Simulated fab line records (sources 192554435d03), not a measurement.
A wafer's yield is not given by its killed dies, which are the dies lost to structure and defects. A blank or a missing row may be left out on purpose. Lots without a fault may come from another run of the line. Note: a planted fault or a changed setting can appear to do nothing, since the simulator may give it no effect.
fab line records	flow n5Finfet	part 1 of 2: steps 1 to 4 of 6
[record] lots = 22	wafers = 66	lastDay = 18
route steps=1938 shown HKMG_FIN@412 GATE_CUT@465
lots with no fault: from the same line, run without faults
startH: hours from the record's opening day to when the first of the lot's shown wafers began	waitH: hours elapsed since this lot's preceding step	" repeats the value in the row above	L1.1+2: a single row standing in for several wafers	- no value present, or no start provided	* or withheld: withheld	< > ~ a bound
route shown NAME@n: NAME is a module with steps in the file, n the number in the route of the first one	usual: mean and standard deviation over wafers with no fault	same: alike in all rows	chamber/n: place in a boat	sites: readings site by site	_std_site: standard deviation of those values	_edge_site: mean of outer sites minus mean of inner sites	radiusMm: how far each site lies from the wafer's centre	mask NAME#n: copy n	behind: tool/chamber where the wafer was last shaped	hold: reason for holding the lot/hours on hold/outcome of the hold	device: whichever transistor did not switch (one of n, p or np)	end of line: at the end of the route, the tests of the same wafers	a step without rows: its recipe alone	killed: at the first sort, the dies lost to defects and structure; wafer yield is something else	map: dies across one wafer; x = killed, . = not, _ = none there
set.NAME: the setting as run; set.NAME@STEP: as run at that earlier step	model.NAME: the simulator's own value behind a step, which no gauge read
a sample of lots followed through the steps of the route, with each step as a table and each wafer as a row
services: a tool's chamber out of use, with start hour (startH, from the record's first day; less than 0 if before it), hours out, and reason
[[steps]]
[step N5_HKMG_FIN_ALD_79]
[recipe] material = TiN	targetThkA = 15	tempC = 400	aldPrecursorFamily = TiCl4	aldCoReactant = NH3	pulseTimeS = 1	purgeTimeS = 3	coReactantPurgeTimeS = 2	coReactantPulseTimeS = 2	aldCycles = 68	pressureTorr = 3
[usual] heaterPowerW = 829/85	precursorPulseHeightRel = 0.997/0.018
lot.wafer	tool	chamber	startH	waitH	heaterPowerW	precursorPulseHeightRel
L074.2	aldMetal-01	0	71.42	0.0	928	0.997
L074.3	"	1	"	"	843	0.980
L074.6	"	1	"	"	822	0.984
L075.2	aldMetal-02	1	79.46	0.0	868	0.984
L075.4	"	2	"	"	798	0.994
L075.5	"	0	"	"	888	1.002
L076.1	aldMetal-02	1	86.38	0.0	865	1.029
L076.4	"	0	"	"	882	1.015
L076.5	"	1	"	"	868	1.000
L077.3	aldMetal-02	2	92.47	0.0	787	1.032
L077.5	"	2	"	"	784	1.013
L077.6	"	3	"	"	886	0.997
L078.1	aldMetal-03	3	102.74	0.0	822	1.008
L078.2	"	1	"	"	814	1.040
L078.5	"	1	"	"	803	0.984
L079.2	aldMetal-01	0	109.21	0.0	922	0.976
L079.3	"	3	"	"	627	0.995
L079.6	"	2	"	"	873	0.999
L080.2	aldMetal-02	3	110.51	0.1	864	1.042
L080.3	"	2	"	"	780	0.995
L080.5	"	1	"	"	868	0.989
L081.1	aldMetal-01	3	115.48	0.0	627	1.020
L081.3	"	2	"	"	888	0.988
L081.6	"	0	"	"	913	0.986
L082.3	aldMetal-02	1	121.25	0.0	863	0.988
L082.5	"	0	"	"	899	0.994
L082.6	"	1	"	"	870	1.004
L083.1	aldMetal-01	3	128.01	0.0	628	1.008
L083.2	"	1	"	"	852	1.006
L083.6	"	3	"	"	625	0.971
L084.1	aldMetal-02	0	133.43	0.0	892	1.023
L084.4	"	2	"	"	773	0.979
L084.5	"	0	"	"	902	0.997
L085.1	aldMetal-02	3	139.33	0.0	878	0.997
L085.3	"	2	"	"	780	0.975
L085.6	"	1	"	"	883	0.955
L086.3	aldMetal-01	3	145.75	0.0	620	1.031
L086.4	"	0	"	"	928	0.999
L086.5	"	3	"	"	623	0.993
L087.2	aldMetal-01	2	154.86	0.0	898	1.002
L087.3	"	1	"	"	832	0.961
L087.5	"	2	"	"	886	1.006
L088.3	aldMetal-03	1	158.29	0.0	829	0.994
L088.5	"	3	"	"	827	1.020
L088.6	"	2	"	"	669	1.006
L090.2	aldMetal-02	0	168.80	0.0	886	1.003
L090.3	"	2	"	"	773	0.985
L090.4	"	1	"	"	874	1.006
L091.1	aldMetal-02	2	174.18	0.0	760	0.987
L091.2	"	1	"	"	893	1.009
L091.4	"	0	"	"	879	1.011
L092.1	aldMetal-02	3	179.97	0.0	881	1.018
L092.2	"	1	"	"	867	1.013
L092.3	"	0	"	"	887	0.981
L094.1	aldMetal-03	3	192.10	0.0	826	1.018
L094.4	"	0	"	"	802	1.010
L094.5	"	0	"	"	775	1.010
L095.2	aldMetal-03	2	203.01	0.0	667	0.992
L095.3	"	0	"	"	763	1.025
L095.6	"	2	"	"	679	1.033
L096.1	aldMetal-02	1	205.62	0.0	884	1.006
L096.3	"	2	"	"	772	1.013
L096.4	"	0	"	"	875	0.998
L097.3	aldMetal-01	0	213.48	0.0	938	0.999
L097.5	"	0	"	"	940	0.997
L097.6	"	1	"	"	837	1.011
[step N5_HKMG_FIN_ALD_72]
[recipe] material = W	targetThkA = 20	tempC = 300	pressureTorr = 7.5	aldPrecursorFamily = WF6	aldCoReactant = B2H6	pulseTimeS = 1	purgeTimeS = 2	coReactantPurgeTimeS = 2	coReactantPulseTimeS = 3	aldCycles = 7
[usual] heaterPowerW = 520/40	precursorPulseHeightRel = 1.003/0.021
lot.wafer	tool	chamber	startH	waitH	heaterPowerW	precursorPulseHeightRel
L074.2	cvdW-02	0	77.10	0.2	555	0.999
L074.3	"	0	"	"	567	1.009
L074.6	"	1	"	"	501	0.973
L075.2	cvdW-01	1	85.12	0.2	550	1.008
L075.4	"	1	"	"	558	1.009
L075.5	"	1	"	"	577	0.997
L076.1	cvdW-01	0	91.95	0.2	463	1.004
L076.4	"	1	"	"	559	1.025
L076.5	"	1	"	"	557	0.994
L077.3	cvdW-01	1	98.23	0.2	553	0.994
L077.5	"	0	"	"	465	1.003
L077.6	"	1	"	"	569	0.995
L078.1	cvdW-02	0	108.28	0.2	559	0.997
L078.2	"	1	"	"	510	1.022
L078.5	"	0	"	"	547	1.000
L079.2	cvdW-02	0	114.74	0.2	543	1.002
L079.3	"	0	"	"	547	0.991
L079.6	"	0	"	"	555	1.008
L080.2	cvdW-01	0	115.93	0.2	472	1.020
L080.3	"	0	"	"	466	0.996
L080.5	"	0	"	"	466	1.016
L081.1	cvdW-02	1	120.86	0.2	514	1.000
L081.3	"	1	"	"	506	0.983
L081.6	"	0	"	"	551	1.027
L082.3	cvdW-02	1	126.64	0.2	496	1.031
L082.5	"	0	"	"	546	1.049
L082.6	"	1	"	"	497	1.007
L083.1	cvdW-01	0	133.66	0.2	454	0.988
L083.2	"	1	"	"	567	1.015
L083.6	"	1	"	"	567	1.033
L084.1	cvdW-01	1	139.22	0.2	554	0.981
L084.4	"	1	"	"	556	1.018
L084.5	"	0	"	"	456	0.986
L085.1	cvdW-02	1	144.95	0.2	496	1.008
L085.3	"	1	"	"	503	1.001
L085.6	"	1	"	"	494	1.007
L086.3	cvdW-02	0	151.51	0.2	547	1.026
L086.4	"	1	"	"	494	1.005
L086.5	"	1	"	"	496	1.009
L087.2	cvdW-01	0	160.61	0.2	453	0.989
L087.3	"	1	"	"	560	0.967
L087.5	"	0	"	"	464	0.990
L088.3	cvdW-02	1	163.82	0.2	498	0.973
L088.5	"	1	"	"	493	0.980
L088.6	"	0	"	"	543	1.065
L090.2	cvdW-02	0	174.30	0.2	561	1.001
L090.3	"	0	"	"	559	1.006
L090.4	"	1	"	"	494	1.011
L091.1	cvdW-01	1	179.72	0.2	559	1.012
L091.2	"	0	"	"	464	0.986
L091.4	"	0	"	"	455	0.978
L092.1	cvdW-01	0	185.50	0.2	471	0.991
L092.2	"	1	"	"	564	0.969
L092.3	"	0	"	"	467	1.015
L094.1	cvdW-02	1	197.91	0.2	489	1.007
L094.4	"	1	"	"	493	0.985
L094.5	"	1	"	"	494	1.010
L095.2	cvdW-01	0	208.90	0.2	463	0.988
L095.3	"	0	"	"	462	0.996
L095.6	"	0	"	"	460	0.975
L096.1	cvdW-02	0	211.70	0.2	559	0.976
L096.3	"	1	"	"	506	1.020
L096.4	"	0	"	"	556	1.009
L097.3	cvdW-02	0	219.21	0.2	562	0.988
L097.5	"	0	"	"	549	1.037
L097.6	"	1	"	"	497	0.971
[step N5_GATE_CUT_ETCHBACK_00]
[recipe] chemistry = SF6/Cl2	target = W	pressureMtorr = 8	icpW = 900	biasW = 80	SF6_flow_sccm = 40	Cl2_flow_sccm = 60
[usual] drypumpMotorCurrentA = 5.6/0.39	oesProductAu = 0.75/0.12	rfFwdPowerW = 896/3.6	throttleValvePct = 27.48/0.25
lot.wafer	tool	chamber	startH	waitH	drypumpMotorCurrentA	oesProductAu	rfFwdPowerW	rfHoursCounterH	throttleValvePct
L074.2	rieMetal-02	0	78.02	0.0	4.9	0.70	891	74	27.21
L074.3	"	1	"	"	5.7	0.68	897	-	27.59
L074.6	"	1	"	"	5.7	0.68	897	-	27.59
L075.2	rieMetal-02	0	86.04	0.0	4.9	0.69	890	75	27.21
L075.4	"	0	"	"	4.9	0.70	894	-	27.20
L075.5	"	0	"	"	4.9	0.69	888	-	27.20
L076.1	rieMetal-01	1	92.86	0.0	5.7	0.94	896	7	27.85
L076.4	"	1	"	"	5.7	0.94	896	-	27.85
L076.5	"	0	"	"	6.1	0.99	886	-	27.20
L077.3	rieMetal-03	1	99.19	0.1	5.6	0.71	893	-	27.75
L077.5	"	1	"	"	5.5	0.73	890	-	27.74
L077.6	"	0	"	"	5.9	0.59	894	-	27.32
L078.1	rieMetal-02	0	111.00	0.0	4.9	0.70	888	77	27.21
L078.2	"	1	"	"	5.7	0.67	893	106	27.61
L078.5	"	0	"	"	4.9	0.69	893	-	27.22
L079.2	rieMetal-01	1	115.65	0.0	5.7	0.92	899	9	27.83
L079.3	"	1	"	"	5.7	0.92	899	-	27.84
L079.6	"	0	"	"	6.1	0.96	887	-	27.20
L080.2	rieMetal-02	0	116.85	0.0	4.9	0.69	899	78	27.22
L080.3	"	0	"	"	4.9	0.69	893	-	27.22
L080.5	"	1	"	"	5.7	0.67	899	-	27.62
L081.1	rieMetal-02	1	121.77	0.0	5.7	0.67	897	107	27.61
L081.3	"	1	"	"	5.7	0.68	896	-	27.62
L081.6	"	0	"	"	4.9	0.69	897	-	27.22
L082.3	rieMetal-01	1	127.58	0.1	5.7	0.91	901	-	27.86
L082.5	"	1	"	"	5.7	0.91	900	-	27.87
L082.6	"	0	"	"	6.1	0.94	893	-	27.18
L083.1	rieMetal-03	1	134.58	0.0	5.6	0.71	898	69	27.75
L083.2	"	0	"	"	6.0	0.58	897	139	27.31
L083.6	"	1	"	"	5.5	0.71	899	-	27.79
L084.1	rieMetal-02	1	140.14	0.0	5.7	0.66	897	109	27.61
L084.4	"	0	"	"	4.9	0.69	899	-	27.22
L084.5	"	0	"	"	4.9	0.68	899	-	27.22
L085.1	rieMetal-02	1	145.87	0.0	5.7	0.66	897	110	27.62
L085.3	"	1	"	"	5.7	0.66	898	-	27.63
L085.6	"	1	"	"	5.7	0.66	899	-	27.62
L086.3	rieMetal-03	1	152.46	0.1	5.6	0.71	895	-	27.75
L086.4	"	0	"	"	6.0	0.57	898	-	27.31
L086.5	"	1	"	"	5.6	0.71	897	-	27.75
L087.2	rieMetal-02	0	161.53	0.0	4.9	0.68	892	81	27.22
L087.3	"	1	"	"	5.7	0.66	895	-	27.62
L087.5	"	1	"	"	5.7	0.66	899	-	27.62
L088.3	rieMetal-02	1	164.75	0.1	5.7	0.66	895	-	27.60
L088.5	"	1	"	"	5.7	0.66	900	-	27.61
L088.6	"	0	"	"	4.9	0.68	893	-	27.24
L090.2	rieMetal-01	1	175.22	0.0	5.7	0.89	894	15	27.86
L090.3	"	1	"	"	5.7	0.89	898	-	27.86
L090.4	"	0	"	"	6.1	0.91	896	-	27.21
L091.1	rieMetal-03	1	180.64	0.0	5.6	0.71	899	74	27.77
L091.2	"	0	"	"	5.9	1.00	896	0	27.32
L091.4	"	0	"	"	6.0	1.02	898	-	27.30
L092.1	rieMetal-02	0	186.43	0.0	4.9	0.68	893	83	27.22
L092.2	"	1	"	"	5.7	0.66	892	112	27.63
L092.3	"	0	"	"	4.9	0.68	895	-	27.23
L094.1	rieMetal-03	0	198.83	0.0	5.9	0.98	892	2	27.32
L094.4	"	0	"	"	5.9	0.99	893	-	27.32
L094.5	"	0	"	"	5.9	0.98	896	-	27.30
L095.2	rieMetal-01	0	209.82	0.0	6.1	0.89	889	11	27.21
L095.3	"	1	"	"	5.7	0.88	894	-	27.87
L095.6	"	1	"	"	5.7	0.87	893	-	27.86
L096.1	rieMetal-02	0	212.62	0.0	4.9	0.67	892	86	27.23
L096.3	"	1	"	"	5.7	0.66	895	-	27.63
L096.4	"	0	"	"	4.9	0.67	898	-	27.23
L097.3	rieMetal-02	0	220.15	0.1	4.9	0.67	897	-	27.23
L097.5	"	1	"	"	5.7	0.65	902	-	27.62
L097.6	"	0	"	"	4.9	0.67	894	-	27.23
[step N5_GATE_CUT_ETCH_58]
[recipe] chemistry = CH3F/O2	target = SiNx	targetDepthA = 170	timeS = 128.6	ionEnergyEv = 50	pressureMtorr = 30	sourceW = 415	biasW = 21	Ar_flow_sccm = 150	CH3F_flow_sccm = 30	O2_flow_sccm = 20
[usual] CH3F_flow_sccm = 29.99/0.1	drypumpMotorCurrentA = 5.38/0.29	mfcArSccm = 150.1/0.43	oesProductAu = 0.75/0.078	rfFwdPowerW = 413.1/1.3	rfVppV = 99.3/0.95	showerheadPlenumPTorr = 2.03/0.054	throttleValvePct = 16.37/0.22
lot.wafer	tool	chamber	startH	waitH	CH3F_flow_sccm	drypumpMotorCurrentA	mfcArSccm	oesProductAu	rfFwdPowerW	rfHoursCounterH	rfVppV	showerheadPlenumPTorr	throttleValvePct
L074.2	rieDiel-05	3	78.31	0.0	29.88	5.29	150.5	0.77	414.1	127	98.9	2.00	16.29
L074.3	"	2	"	"	29.95	5.71	150.5	0.72	413.3	227	100.2	2.07	16.41
L074.6	"	3	"	"	29.90	5.28	149.8	0.77	412.5	-	98.7	2.00	16.29
L075.2	rieDiel-06	3	86.35	0.1	30.03	5.32	149.5	0.75	414.5	132	100.2	2.01	16.43
L075.4	"	0	"	"	29.96	5.08	149.9	0.78	411.7	119	99.5	2.10	16.21
L075.5	"	0	"	"	29.84	5.06	150.5	0.78	413.7	-	100.1	2.10	16.21
L076.1	rieDiel-06	2	93.22	0.1	30.04	5.88	150.8	0.75	412.9	171	99.3	1.99	16.58
L076.4	"	1	"	"	30.12	5.44	150.5	0.69	413.1	223	98.9	2.07	16.57
L076.5	"	3	"	"	30.08	5.35	150.2	0.75	412.5	-	97.9	2.01	16.42
L077.3	rieDiel-03	2	99.44	0.0	30.00	5.21	149.5	0.69	412.2	204	98.6	1.98	16.44
L077.5	"	2	"	"	29.97	5.24	150.0	0.69	412.0	-	97.4	1.98	16.45
L077.6	"	3	"	"	30.02	5.14	150.4	0.70	413.1	-	99.4	2.05	16.57
L078.1	rieDiel-06	1	111.30	0.0	29.94	5.43	149.9	0.69	414.8	228	99.9	2.07	16.58
L078.2	"	2	"	"	30.06	5.89	150.0	0.75	412.3	177	98.0	1.99	16.58
L078.5	"	0	"	"	29.96	5.07	150.2	0.76	411.6	-	98.4	2.10	16.21
L079.2	rieDiel-06	2	116.09	0.2	30.09	5.91	150.5	0.75	411.4	178	99.2	1.99	16.58
L079.3	"	1	"	"	30.13	5.45	150.1	0.69	411.8	229	99.7	2.07	16.57
L079.6	"	0	"	"	30.13	5.09	150.1	0.76	413.6	-	99.1	2.09	16.23
L080.2	rieDiel-05	2	117.14	0.0	29.87	5.69	149.6	0.71	413.6	240	99.0	2.07	16.45
L080.3	"	1	"	"	29.93	5.45	150.3	0.99	414.8	5	97.8	1.96	15.81
L080.5	"	0	"	"	30.03	5.02	150.2	0.68	414.2	-	99.1	2.05	16.66
L081.1	rieDiel-03	2	122.09	0.1	29.96	5.24	148.8	0.69	414.1	211	97.9	1.98	16.45
L081.3	"	0	"	"	29.95	5.93	150.3	0.71	414.2	173	101.1	1.99	16.08
L081.6	"	3	"	"	29.84	5.14	150.1	0.70	415.2	-	99.0	2.05	16.59
L082.3	rieDiel-03	1	127.99	0.2	30.14	5.27	150.3	0.84	413.9	41	101.0	2.14	16.25
L082.5	"	3	"	"	29.91	5.14	149.8	0.70	413.0	-	99.5	2.05	16.58
L082.6	"	2	"	"	29.96	5.25	150.0	0.69	411.8	-	98.4	1.98	16.46
L083.1	rieDiel-03	3	134.87	0.0	30.05	5.15	150.3	0.70	414.7	230	99.6	2.05	16.58
L083.2	"	0	"	"	29.90	5.93	150.0	0.72	413.4	177	99.3	1.99	16.08
L083.6	"	0	"	"	30.07	5.93	150.3	0.72	412.6	-	97.9	1.99	16.08
L084.1	rieDiel-06	1	140.43	0.0	29.93	5.45	150.6	0.68	413.8	238	99.2	2.06	16.58
L084.4	"	1	"	"	29.88	5.44	150.4	0.68	411.2	-	100.1	2.07	16.61
L084.5	"	3	"	"	29.94	5.32	150.6	0.74	413.9	-	99.1	2.00	16.46
L085.1	rieDiel-06	1	146.38	0.3	29.89	5.46	150.0	0.69	412.3	241	99.5	2.06	16.60
L085.3	"	2	"	"	30.17	5.90	150.4	0.75	413.4	179	97.9	1.99	16.60
L085.6	"	2	"	"	30.10	5.92	149.8	0.75	412.5	-	98.6	1.99	16.60
L086.3	rieDiel-03	1	152.71	0.0	30.16	5.28	150.7	0.84	413.6	50	99.6	2.14	16.28
L086.4	"	0	"	"	29.94	5.94	149.6	0.72	411.4	183	98.3	1.99	16.10
L086.5	"	1	"	"	30.09	5.29	150.0	0.83	413.4	-	100.8	2.14	16.29
L087.2	rieDiel-05	0	161.82	0.0	30.20	5.04	150.4	0.67	412.6	244	99.2	2.05	16.68
L087.3	"	3	"	"	30.07	5.36	150.5	0.73	413.1	152	97.8	1.99	16.34
L087.5	"	3	"	"	29.98	5.33	150.2	0.74	414.1	-	99.4	1.99	16.37
L088.3	rieDiel-03	0	165.01	0.0	30.03	5.92	150.2	0.71	411.1	186	98.8	1.98	16.11
L088.5	"	2	"	"	30.04	5.27	149.6	0.69	413.0	-	98.7	1.98	16.47
L088.6	"	3	"	"	29.95	5.16	149.7	0.69	413.4	-	98.7	2.05	16.60
L090.2	rieDiel-03	0	175.51	0.0	29.95	5.93	150.0	0.72	414.5	189	98.3	1.98	16.10
L090.3	"	2	"	"	29.89	5.23	150.6	0.68	413.3	228	99.2	1.97	16.50
L090.4	"	3	"	"	30.15	5.15	150.1	0.69	412.9	240	100.7	2.05	16.60
L091.1	rieDiel-03	0	180.93	0.0	30.02	5.95	150.5	0.71	412.8	190	98.3	1.98	16.11
L091.2	"	1	"	"	30.10	5.28	149.0	0.82	411.5	57	99.9	2.13	16.30
L091.4	"	3	"	"	30.03	5.15	149.9	0.69	412.8	241	99.7	2.05	16.60
L092.1	rieDiel-06	0	186.92	0.2	29.92	5.07	150.3	0.74	414.3	153	99.8	2.09	16.27
L092.2	"	3	"	"	29.76	5.35	150.3	0.72	412.2	170	100.0	1.99	16.49
L092.3	"	2	"	"	29.95	5.89	150.3	0.74	413.9	194	98.7	1.98	16.61
L094.1	rieDiel-03	1	199.16	0.1	30.06	5.28	150.5	0.82	412.4	63	100.5	2.13	16.33
L094.4	"	2	"	"	29.85	5.29	150.4	0.69	414.2	235	98.6	1.97	16.51
L094.5	"	0	"	"	29.97	5.93	150.4	0.71	415.1	-	101.1	1.98	16.10
L095.2	rieDiel-06	0	210.25	0.2	29.97	5.04	149.3	0.74	413.6	160	99.5	2.08	16.27
L095.3	"	1	"	"	30.02	5.43	149.6	0.96	411.2	5	99.2	2.06	16.12
L095.6	"	2	"	"	29.94	5.92	150.1	0.73	413.0	-	99.8	1.98	16.62
L096.1	rieDiel-03	0	212.91	0.0	30.07	5.93	150.4	0.71	414.6	201	98.4	1.98	16.13
L096.3	"	2	"	"	29.87	5.25	149.8	0.68	413.2	239	100.2	1.97	16.52
L096.4	"	1	"	"	30.10	5.27	150.2	0.80	415.1	-	99.8	2.13	16.33
L097.3	rieDiel-05	1	220.40	0.0	30.01	5.47	149.9	0.90	413.5	37	98.1	1.95	15.87
L097.5	"	0	"	"	30.12	5.03	150.3	1.00	414.2	-	99.7	2.05	16.21
L097.6	"	1	"	"	29.95	5.48	149.5	0.90	414.0	-	97.6	1.95	15.86
